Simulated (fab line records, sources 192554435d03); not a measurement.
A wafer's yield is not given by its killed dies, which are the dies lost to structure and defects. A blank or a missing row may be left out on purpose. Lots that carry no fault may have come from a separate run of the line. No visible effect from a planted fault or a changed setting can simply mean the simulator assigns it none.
fab line records ; flow n5-finfet ; part 2 of 2: steps 4 to 6 of 6
[record] lots = 22; wafers = 66; last-day = 18
route steps=1938 shown BEOL_M3@947
lots that met no fault: taken from a fault-free run of the same line
start-h: hours from the record's first day to the start of the lot's first wafer shown ; wait-h: hours elapsed since this lot's preceding step ; " identical to the entry in the row above ; L1.1+2: several wafers, shown together as one row ; - value missing, or start not given ; * or withheld: withheld ; < > ~ a bound
route shown NAME@n: a module of which the file shows steps, and the number in the route of the first ; usual: mean and standard deviation over wafers with no fault ; same: alike in all rows ; chamber/n: place in a boat ; sites: the reading at each site ; _std_site: standard deviation of those values ; _edge_site: the outer-site mean with the inner-site mean subtracted ; radius-mm: how far each site lies from the wafer's centre ; mask NAME#n: copy n ; behind: the last tool/chamber to shape the wafer ; hold: why the lot was held/for how many hours/how that ended ; device: the transistor (n, p or np) that didn't switch ; end of line: tests of these same wafers at the route's end ; a step without rows: its recipe alone ; killed: not the wafer's yield, but the dies lost to structure and defects at the first sort ; map: a wafer's dies, x killed, . not, _ none there
set.NAME: the setting the step ran with; set.NAME@STEP: the setting that earlier step ran with ; model.NAME: the simulator's own value behind a step, which no gauge read
a sample of lots followed through the steps of the route, with each step as a table and each wafer as a row
services: from which hour (start-h, from the record's first day; less than 0 if before it) a tool's chamber was out of use, for how many hours, and why
[[steps]]
[step N5_BEOL_M3_ETCH_41]
[recipe] chemistry = CH3F/O2; target = SiCN; target-depth-a = 299; taper-deg = 2; time-s = 52.5; ion-energy-ev = 120; mask-material = TiN; pressure-mtorr = 30; source-w = 395; bias-w = 75; Ar_flow_sccm = 150; CH3F_flow_sccm = 30; O2_flow_sccm = 20
[usual] drypump-motor-current-A = 5.9/0.55; oes-product-au = 0.77/0.1; rf-vpp-V = 297.4/1.6; showerhead-plenum-p-Torr = 2.00/0.06; throttle-valve-pct = 16.22/0.25
lot.wafer;tool;chamber;start-h;wait-h;drypump-motor-current-A;oes-product-au;rf-hours-counter-h;rf-vpp-V;showerhead-plenum-p-Torr;throttle-valve-pct
L074.4;rie-diel-02;3;-;-;6.4;0.71;181;298.7;2.00;16.37
L074.5;rie-diel-02;3;-;-;6.5;0.70;-;296.0;2.00;16.37
L074.6;rie-diel-02;2;-;-;6.3;0.74;-;295.5;1.92;16.36
L075.3;rie-diel-06;1;-;-;5.4;0.85;50;297.2;2.03;15.88
L075.4;rie-diel-06;2;-;-;6.1;0.90;24;297.1;1.97;16.41
L075.5;rie-diel-06;0;-;-;5.9;0.73;-;299.2;2.07;16.51
L076.2;rie-diel-02;3;-;-;6.4;0.69;183;296.2;2.00;16.37
L076.3;rie-diel-02;1;-;-;5.0;0.70;219;299.0;2.03;16.02
L076.4;rie-diel-02;2;-;-;6.3;0.74;178;295.9;1.92;16.36
L077.3;rie-diel-02;2;-;-;6.3;0.73;182;295.3;1.92;16.36
L077.4;rie-diel-02;1;-;-;5.0;0.69;223;298.4;2.03;16.01
L077.5;rie-diel-02;3;-;-;6.4;0.69;-;296.3;1.99;16.39
L078.1;rie-diel-02;3;-;-;6.5;0.69;188;298.0;1.99;16.40
L078.2;rie-diel-02;1;-;-;5.0;0.70;224;298.2;2.03;16.04
L078.4;rie-diel-02;2;-;-;6.3;0.73;183;296.7;1.92;16.37
L080.1;rie-diel-04;1;-;-;6.3;0.72;199;298.2;2.07;16.09
L080.2;rie-diel-04;0;-;-;5.3;0.74;154;299.3;2.08;16.39
L080.5;rie-diel-04;1;-;-;6.3;0.72;-;298.8;2.07;16.09
L079.1;rie-diel-06;2;-;-;6.2;0.88;34;295.6;1.97;16.42
L079.3;rie-diel-06;1;-;-;5.4;0.82;61;298.3;2.03;15.91
L079.4;rie-diel-06;3;-;-;5.2;0.72;172;295.6;1.89;16.21
L081.2;rie-diel-02;2;-;-;6.3;0.73;187;294.6;1.92;16.38
L081.3;rie-diel-02;3;-;-;6.4;0.69;192;297.4;1.99;16.40
L081.6;rie-diel-02;3;-;-;6.5;0.69;-;297.9;1.99;16.40
L082.1;rie-diel-02;3;-;-;6.4;0.69;197;298.9;1.99;16.41
L082.4;rie-diel-02;0;-;-;6.4;0.96;16;298.7;2.03;15.84
L082.5;rie-diel-02;0;-;-;6.4;0.97;-;298.3;2.03;15.84
L083.3;rie-diel-02;3;-;-;6.5;0.69;197;296.1;1.99;16.43
L083.5;rie-diel-02;1;-;-;5.1;0.69;-;298.2;2.03;16.03
L083.6;rie-diel-02;0;-;-;6.4;0.96;-;298.9;2.03;15.84
L084.3;rie-diel-06;0;-;-;5.9;0.71;203;297.2;2.06;16.56
L084.4;rie-diel-06;3;-;-;5.2;0.72;178;293.7;1.89;16.22
L084.6;rie-diel-06;3;-;-;5.2;0.72;-;296.1;1.89;16.21
L085.1;rie-diel-02;1;-;-;5.1;0.70;238;298.2;2.03;16.04
L085.3;rie-diel-02;3;-;-;6.5;0.70;202;296.6;1.99;16.42
L085.5;rie-diel-02;0;-;-;6.4;0.95;-;297.9;2.03;15.88
L086.1;rie-diel-06;1;-;-;5.4;0.81;72;296.6;2.02;15.94
L086.2;rie-diel-06;0;-;-;5.9;0.71;208;298.0;2.06;16.54
L086.6;rie-diel-06;1;-;-;5.4;0.81;-;296.9;2.02;15.92
L088.1;rie-diel-06;3;-;-;5.2;0.70;186;295.1;1.89;16.25
L088.2;rie-diel-06;1;-;-;5.4;0.80;76;296.5;2.02;15.94
L088.5;rie-diel-06;0;-;-;5.9;0.70;-;299.6;2.06;16.58
L090.1;rie-diel-02;1;-;-;5.1;0.69;245;299.1;2.03;16.05
L090.4;rie-diel-02;3;-;-;6.5;0.69;209;295.6;1.99;16.44
L090.5;rie-diel-02;1;-;-;5.1;0.68;-;298.0;2.03;16.06
L089.3;rie-diel-02;0;-;-;6.4;0.92;32;299.5;2.03;15.88
L089.5;rie-diel-02;2;-;-;6.3;0.73;-;294.1;1.91;16.41
L089.6;rie-diel-02;1;-;-;5.1;0.68;-;296.2;2.02;16.07
L091.2;rie-diel-02;3;-;-;6.4;0.68;215;297.1;1.99;16.45
L091.3;rie-diel-02;2;-;-;6.3;0.72;211;294.7;1.91;16.43
L091.5;rie-diel-02;0;-;-;6.4;0.92;-;298.3;2.03;15.87
L092.1;rie-diel-04;0;-;-;5.3;0.71;181;298.9;2.07;16.43
L092.4;rie-diel-04;1;-;-;6.3;0.70;227;298.6;2.06;16.13
L092.6;rie-diel-04;3;-;-;5.9;0.98;-;300.7;2.13;15.95
L093.1;rie-diel-04;1;-;-;6.3;0.69;228;298.6;2.06;16.14
L093.2;rie-diel-04;2;-;-;4.9;0.71;229;298.8;2.04;16.31
L093.6;rie-diel-04;1;-;-;6.2;0.69;-;298.6;2.06;16.14
L095.1;rie-diel-04;3;-;-;5.9;0.96;7;301.5;2.13;15.96
L095.5;rie-diel-04;3;-;-;5.9;0.96;-;299.4;2.13;15.94
L095.6;rie-diel-04;0;-;-;5.3;0.72;-;298.1;2.07;16.43
L097.3;rie-diel-02;2;-;-;6.3;0.71;220;295.9;1.91;16.44
L097.4;rie-diel-02;0;-;-;6.4;0.90;42;298.1;2.02;15.90
L097.6;rie-diel-02;3;-;-;6.5;0.67;-;297.5;1.98;16.48
L096.1;rie-diel-06;1;-;-;5.4;0.79;92;296.8;2.02;15.98
L096.2;rie-diel-06;2;-;-;6.2;0.83;64;295.7;1.96;16.49
L096.4;rie-diel-06;0;-;-;5.9;0.69;229;297.9;2.06;16.58
[step N5_BEOL_M3_DEGAS_44]
[recipe] ambient = vacuum; temp-c = 250; time-s = 60
[usual] heater-power-w = 368/35
lot.wafer;tool;chamber;start-h;wait-h;heater-power-w
L074.4;pvd-sputter-03;-;150.06;0.0;393
L074.5;pvd-sputter-03;-;150.06;0.0;333
L074.6;pvd-sputter-03;-;150.06;0.0;370
L075.3;pvd-sputter-03;-;150.16;0.0;324
L075.4;pvd-sputter-03;-;150.16;0.0;332
L075.5;pvd-sputter-03;-;150.16;0.0;333
L076.2;pvd-sputter-01;-;160.01;0.6;415
L076.3;pvd-sputter-01;-;160.01;0.6;364
L076.4;pvd-sputter-01;-;160.01;0.6;422
L077.3;pvd-sputter-01;-;170.39;0.3;358
L077.4;pvd-sputter-01;-;170.39;0.3;344
L077.5;pvd-sputter-01;-;170.39;0.3;340
L078.1;pvd-sputter-02;-;175.45;0.3;300
L078.2;pvd-sputter-02;-;175.45;0.3;415
L078.4;pvd-sputter-02;-;175.45;0.3;359
L080.1;pvd-sputter-03;-;187.26;0.4;331
L080.2;pvd-sputter-03;-;187.26;0.4;332
L080.5;pvd-sputter-03;-;187.26;0.4;399
L079.1;pvd-sputter-01;-;187.31;0.4;336
L079.3;pvd-sputter-01;-;187.31;0.4;418
L079.4;pvd-sputter-01;-;187.31;0.4;414
L081.2;pvd-sputter-02;-;190.21;0.2;372
L081.3;pvd-sputter-02;-;190.21;0.2;406
L081.6;pvd-sputter-02;-;190.21;0.2;410
L082.1;pvd-sputter-01;-;205.48;0.2;427
L082.4;pvd-sputter-01;-;205.48;0.2;423
L082.5;pvd-sputter-01;-;205.48;0.2;337
L083.3;pvd-sputter-02;-;208.86;0.4;371
L083.5;pvd-sputter-02;-;208.86;0.4;381
L083.6;pvd-sputter-02;-;208.86;0.4;406
L084.3;pvd-sputter-02;-;208.94;0.4;360
L084.4;pvd-sputter-02;-;208.94;0.4;376
L084.6;pvd-sputter-02;-;208.94;0.4;402
L085.1;pvd-sputter-02;-;221.86;0.0;410
L085.3;pvd-sputter-02;-;221.86;0.0;381
L085.5;pvd-sputter-02;-;221.86;0.0;302
L086.1;pvd-sputter-03;-;225.36;0.5;373
L086.2;pvd-sputter-03;-;225.36;0.5;332
L086.6;pvd-sputter-03;-;225.36;0.5;390
L088.1;pvd-sputter-02;-;240.56;0.2;357
L088.2;pvd-sputter-02;-;240.56;0.2;378
L088.5;pvd-sputter-02;-;240.56;0.2;359
L090.1;pvd-sputter-01;-;246.90;0.7;405
L090.4;pvd-sputter-01;-;246.90;0.7;366
L090.5;pvd-sputter-01;-;246.90;0.7;363
L089.3;pvd-sputter-02;-;259.97;0.0;421
L089.5;pvd-sputter-02;-;259.97;0.0;377
L089.6;pvd-sputter-02;-;259.97;0.0;410
L091.2;pvd-sputter-03;-;268.72;0.1;330
L091.3;pvd-sputter-03;-;268.72;0.1;410
L091.5;pvd-sputter-03;-;268.72;0.1;338
L092.1;pvd-sputter-02;-;268.81;0.1;303
L092.4;pvd-sputter-02;-;268.81;0.1;361
L092.6;pvd-sputter-02;-;268.81;0.1;408
L093.1;pvd-sputter-02;-;271.02;0.6;403
L093.2;pvd-sputter-02;-;271.02;0.6;304
L093.6;pvd-sputter-02;-;271.02;0.6;369
L095.1;pvd-sputter-03;-;290.45;0.4;375
L095.5;pvd-sputter-03;-;290.45;0.4;326
L095.6;pvd-sputter-03;-;290.45;0.4;383
L097.3;pvd-sputter-01;-;293.75;0.7;371
L097.4;pvd-sputter-01;-;293.75;0.7;415
L097.6;pvd-sputter-01;-;293.75;0.7;420
L096.1;pvd-sputter-01;-;298.60;0.3;361
L096.2;pvd-sputter-01;-;298.60;0.3;338
L096.4;pvd-sputter-01;-;298.60;0.3;423
[step N5_BEOL_M3_DEP_57]
[recipe] material = SiCN; target-thk-a = 80; temp-c = withheld; precursor = 3MS/NH3; pressure-torr = 3; rf-w = 202; time-s = 14
[usual] showerhead-plenum-p-Torr = 3.664/0.014; throttle-valve-pct = 9.2/0.44
lot.wafer;tool;chamber;start-h;wait-h;showerhead-plenum-p-Torr;throttle-valve-pct
L074.4;pecvd-02;0;153.57;0.0;3.692;9.3
L074.5;pecvd-02;1;153.57;0.0;3.676;9.6
L074.6;pecvd-02;2;153.57;0.0;3.664;8.7
L075.3;pecvd-04;2;153.70;0.0;3.646;8.1
L075.4;pecvd-04;2;153.70;0.0;3.642;7.9
L075.5;pecvd-04;0;153.70;0.0;3.668;8.5
L076.2;pecvd-02;0;163.81;0.0;3.696;9.3
L076.3;pecvd-02;1;163.81;0.0;3.658;9.6
L076.4;pecvd-02;1;163.81;0.0;3.664;9.4
L077.3;pecvd-02;0;175.42;0.0;3.691;9.4
L077.4;pecvd-02;0;175.42;0.0;3.690;9.3
L077.5;pecvd-02;2;175.42;0.0;3.660;9.1
L078.1;pecvd-02;0;182.10;0.0;3.690;9.1
L078.2;pecvd-02;1;182.10;0.0;3.667;9.3
L078.4;pecvd-02;0;182.10;0.0;3.687;9.0
L080.1;pecvd-04;0;191.23;0.0;3.669;8.5
L080.2;pecvd-04;1;191.23;0.0;3.650;8.6
L080.5;pecvd-04;2;191.23;0.0;3.646;8.0
L079.1;pecvd-02;1;192.31;0.0;3.659;9.3
L079.3;pecvd-02;0;192.31;0.0;3.680;9.3
L079.4;pecvd-02;0;192.31;0.0;3.685;9.1
L081.2;pecvd-02;1;195.60;0.0;3.653;9.5
L081.3;pecvd-02;0;195.60;0.0;3.686;9.1
L081.6;pecvd-02;1;195.60;0.0;3.657;9.3
L082.1;pecvd-01;1;208.85;0.0;3.650;9.7
L082.4;pecvd-01;0;208.85;0.0;3.651;9.5
L082.5;pecvd-01;0;208.85;0.0;3.641;9.7
L083.3;pecvd-04;1;212.48;0.0;3.653;8.5
L083.5;pecvd-04;1;212.48;0.0;3.648;8.7
L083.6;pecvd-04;2;212.48;0.0;3.651;8.3
L084.3;pecvd-01;0;214.79;0.0;3.644;9.7
L084.4;pecvd-01;1;214.79;0.0;3.659;9.5
L084.6;pecvd-01;2;214.79;0.0;3.656;9.3
L085.1;pecvd-01;2;225.44;0.0;3.658;9.6
L085.3;pecvd-01;1;225.44;0.0;3.660;9.8
L085.5;pecvd-01;1;225.44;0.0;3.658;9.7
L086.1;pecvd-01;0;228.74;0.0;3.650;9.8
L086.2;pecvd-01;2;228.74;0.0;3.664;9.1
L086.6;pecvd-01;0;228.74;0.0;3.654;9.6
L088.1;pecvd-02;2;244.39;0.0;3.663;8.8
L088.2;pecvd-02;1;244.39;0.0;3.670;9.3
L088.5;pecvd-02;0;244.39;0.0;3.687;9.2
L089.3;pecvd-02;2;263.31;0.0;3.653;9.1
L089.5;pecvd-02;1;263.31;0.0;3.672;9.3
L089.6;pecvd-02;2;263.31;0.0;3.657;8.9
L090.1;pecvd-02;2;274.93;0.0;3.658;8.8
L090.4;pecvd-02;2;274.93;0.0;3.660;8.8
L090.5;pecvd-02;1;274.93;0.0;3.657;9.3
L091.2;pecvd-02;1;275.91;0.0;3.666;9.4
L091.3;pecvd-02;0;275.91;0.0;3.681;9.0
L091.5;pecvd-02;1;275.91;0.0;3.655;9.6
L092.1;pecvd-02;2;276.18;0.0;3.662;8.7
L092.4;pecvd-02;2;276.18;0.0;3.658;8.9
L092.6;pecvd-02;0;276.18;0.0;3.692;9.4
L093.1;pecvd-02;0;277.36;0.0;3.681;9.0
L093.2;pecvd-02;1;277.36;0.0;3.667;9.4
L093.6;pecvd-02;1;277.36;0.0;3.662;9.8
L095.1;pecvd-02;2;295.59;0.0;3.650;8.8
L095.5;pecvd-02;2;295.59;0.0;3.652;8.9
L095.6;pecvd-02;1;295.59;0.0;3.654;9.2
L097.3;pecvd-01;2;299.31;0.0;3.665;9.6
L097.4;pecvd-01;1;299.31;0.0;3.653;9.3
L097.6;pecvd-01;2;299.31;0.0;3.665;9.5
L096.1;pecvd-02;1;303.59;0.0;3.666;9.1
L096.2;pecvd-02;2;303.59;0.0;3.649;9.1
L096.4;pecvd-02;2;303.59;0.0;3.658;9.0
[[services]]
tool;chamber;start-h;hours;kind
rie-diel-02;0;133.14;-;clean
rie-diel-02;0;133.14;-;consumable-replace:focus-ring
rie-diel-02;0;133.14;16.0;scheduled-down
rie-diel-02;0;133.14;16.0;vent-cycle
rie-diel-04;2;140.05;19.5;repair
pvd-sputter-03;-;155.67;1.6;repair
pecvd-04;1;166.93;6.9;repair
pecvd-01;-;167.43;0.9;repair
pecvd-04;0;168.48;16.4;repair
pecvd-01;2;172.20;22.9;repair
pvd-sputter-01;-;176.49;2.6;repair
rie-diel-04;3;180.80;1.6;repair
pecvd-04;2;195.91;3.0;repair
pecvd-04;-;201.22;6.0;pm
pecvd-04;-;207.59;1.6;repair
rie-diel-02;1;222.31;5.3;repair
pvd-sputter-01;-;234.69;2.1;repair
pvd-sputter-01;-;256.70;7.0;repair
rie-diel-02;1;267.30;-;clean
rie-diel-02;1;267.30;-;consumable-replace:esc
rie-diel-02;1;267.30;-;consumable-replace:focus-ring
rie-diel-02;1;267.30;22.7;scheduled-down
rie-diel-02;1;267.30;22.7;vent-cycle
pecvd-04;0;294.62;3.5;repair
